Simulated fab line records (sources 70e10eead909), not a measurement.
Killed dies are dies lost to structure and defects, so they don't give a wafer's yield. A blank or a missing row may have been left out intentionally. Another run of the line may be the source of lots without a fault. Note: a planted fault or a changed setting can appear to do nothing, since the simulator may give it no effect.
Matching of chambers | flow nand harc | pecvd-03 running NHARC_THIN_TSV_DEP_47: 3 sister chambers
The step deposits SiO2, target thk 200 nm. 3 wafers are shown with their chamber, then 8 later ones without.

== WAFERS, EACH WITH ITS CHAMBER ==
wafer  | chamber | showerhead vpp V (V)
L800.4 | 1       | 1868
L809.5 | 2       | 1682
L812.1 | 0       | 1834

== WAFERS MISSING THEIR CHAMBER ==
wafer  | showerhead vpp V (V)
L812.2 | 1652
L812.3 | 1908
L811.2 | 1852
L811.3 | 1662
L811.6 | 1645
L813.1 | 1900
L813.4 | 1838
L813.6 | 1653

== EACH ONE'S CHAMBER ==
wafer  | from the rows above     | in truth
L812.2 | 2                       | 2
L812.3 | can't be placed: 1 or 0 | 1
L811.2 | can't be placed: 1 or 0 | 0
L811.3 | 2                       | 2
L811.6 | 2                       | 2
L813.1 | can't be placed: 1 or 0 | 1
L813.4 | can't be placed: 0 or 1 | 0
L813.6 | 2                       | 2
Correctly placed: 4 of 8. Not placeable from these rows: 4 (in 4, the candidates include the true chamber). 0 placed wrongly.
How it was worked out, from the rows above alone: a wafer's distance from a chamber is the root of the sum, over the readings, of the square of ((its reading less the chamber's mean) divided by the reading's scatter). The wafer belongs to the nearest chamber; if the next one is less than 2 further off, it can't be placed. Each chamber's mean is taken over the wafers shown for it. The scatter: root of mean squared gap, hidden wafer to nearest shown wafer, with one shown wafer a chamber.
